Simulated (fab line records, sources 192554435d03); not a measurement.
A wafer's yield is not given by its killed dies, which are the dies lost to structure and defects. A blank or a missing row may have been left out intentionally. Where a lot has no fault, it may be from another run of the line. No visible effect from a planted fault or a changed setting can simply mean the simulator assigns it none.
One fault seen from 3 desks :: flow n5 finfet :: what lay behind the numbers comes last; until then each desk has only its own

THE METROLOGY DESK
Means of the sampled wafers that have a number, per lot and without regard to the tool the lot ran on: this is what the gauges read. The brackets show how far a lot's mean lies from the usual mean; more than 4 standard deviations puts the lot out of limits, marked OUT. Shown here are 7 of its 11 readings, the ones lying furthest out on some lot.
Columns: A = IOFF_P at N5_BEOL_M4_RC_MEAS_101, usual 0.22 nA/um; B = ION_N at N5_BEOL_M4_RC_MEAS_101, usual 672 uA/um; C = ION_P at N5_BEOL_M4_RC_MEAS_101, usual 463 uA/um; D = SS_N at N5_BEOL_M4_RC_MEAS_101, usual 71.4 mV/dec; E = SS_P at N5_BEOL_M4_RC_MEAS_101, usual 73.2 mV/dec; F = VT_N at N5_BEOL_M4_RC_MEAS_101, usual 250 mV; G = VT_P at N5_BEOL_M4_RC_MEAS_101, usual -250 mV
lot: L965
first seen here: day 6 14:35
A: 0.22
B: 670
C: 470
D: 70.9
E: 72.9
F: 250
G: -248

lot: L966
first seen here: day 6 14:56
A: 0.23
B: 672
C: 465
D: 71.7
E: 73.6
F: 249
G: -250

lot: L970
first seen here: day 8 02:01
A: 0.20
B: 663
C: 458
D: 71.9
E: 73.2
F: 252
G: -251

lot: L975
first seen here: day 8 23:35
A: 0.25
B: 678
C: 473
D: 71.8
E: 73.3
F: 249
G: -245

lot: L978
first seen here: day 10 02:55
A: 0.17
B: 664
C: 453
D: 70.9
E: 72.7
F: 253
G: -256

lot: L980
first seen here: day 10 15:07
A: 0.19
B: 656
C: 457
D: 71.1
E: 72.8
F: 251
G: -251

lot: L981
first seen here: day 10 18:09
A: 0.20
B: 669
C: 463
D: 71.6
E: 73.0
F: 253
G: -251

lot: L986
first seen here: day 11 21:48
A: 0.19
B: 670
C: 465
D: 70.5
E: 72.3
F: 254
G: -251

lot: L987
first seen here: day 12 06:59
A: 0.22
B: 678
C: 468
D: 72.0
E: 73.1
F: 249
G: -248
This desk's verdict: no lot among the 9 shows anything out of limits.

THE DEFECT DESK
Counts from the inspections along the route, per lot, as means over the sampled wafers that have a number. The brackets show how far a lot's mean lies from the usual mean; more than 4 standard deviations puts the lot out of limits, marked OUT.
Columns: A = raw defect count at N5_BEOL_M1_INSPECT_30, usual 391
lot: L965
first seen here: day 6 14:40
A: 332

lot: L966
first seen here: day 6 15:00
A: 463

lot: L970
first seen here: day 8 02:04
A: 365

lot: L975
first seen here: day 8 23:38
A: 1501 (+12) OUT

lot: L978
first seen here: day 10 02:58
A: 1487 (+12) OUT

lot: L980
first seen here: day 10 15:10
A: 450

lot: L981
first seen here: day 10 18:12
A: 298

lot: L986
first seen here: day 11 21:52
A: 414

lot: L987
first seen here: day 12 07:03
A: 365
Finding of this desk: L975, L978 out of limits; the first was L975 at day 8 23:38, on raw defect count at N5_BEOL_M1_INSPECT_30. L965, L966, L970, L980, L981, L986, L987: within limits.

DESK OF THE TOOL OWNER: rie diel-05
The tool's own readings at N5_BEOL_M1_STRIP_66 (strips in CF4): means of the sampled wafers that have a number, for each lot that ran on this tool. The brackets show how far a lot's mean lies from the usual mean; more than 4 standard deviations puts the lot out of limits, marked OUT.
Columns: A = drypump motor current A at N5_BEOL_M1_STRIP_66, usual 5.6 A; B = oes product au at N5_BEOL_M1_STRIP_66, usual 0.74 a.u.; C = power w at N5_BEOL_M1_STRIP_66, usual 300.0 W; D = rf vpp V at N5_BEOL_M1_STRIP_66, usual 271.1 V; E = showerhead plenum p Torr at N5_BEOL_M1_STRIP_66, usual 1.80 Torr; F = throttle valve pct at N5_BEOL_M1_STRIP_66, usual 13.68 %
lot: L965
first seen here: day 6 13:56
A: 5.3
B: 0.73
C: 300.0
D: 270.3
E: 1.78
F: 13.54

lot: L966
first seen here: day 6 14:09
A: 5.6
B: 0.72
C: 299.8
D: 271.0
E: 1.81
F: 13.72

lot: L975
first seen here: day 8 22:52
A: 5.7
B: 0.72
C: 300.1
D: 272.3
E: 1.81
F: 13.74

lot: L978
first seen here: day 10 02:07
A: 5.7
B: 0.72
C: 299.5
D: 271.7
E: 1.80
F: 13.69

lot: L987
first seen here: day 12 06:18
A: 5.5
B: 0.70
C: 299.6
D: 272.0
E: 1.80
F: 13.65
This desk's verdict: no lot among the 5 shows anything out of limits.

ALL TOGETHER
The defect desk could have raised an alarm at day 8 23:38, on L975, L978.
The metrology desk saw nothing out of limits.
The desk of the tool owner found nothing out of limits.
The metrology desk has L975, L978 on record, within its limits.
On record at the tool owner's desk: L975, L978, within its limits.
On rie diel-05, each named lot ran N5_BEOL_M1_STRIP_66.

WHAT WAS PUT IN BY THE SIMULATOR
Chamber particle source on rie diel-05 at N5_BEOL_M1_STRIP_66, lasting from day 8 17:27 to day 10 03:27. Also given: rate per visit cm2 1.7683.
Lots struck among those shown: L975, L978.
Hours from the fault's start to each desk's first reading out of limits: the defect desk, 6.
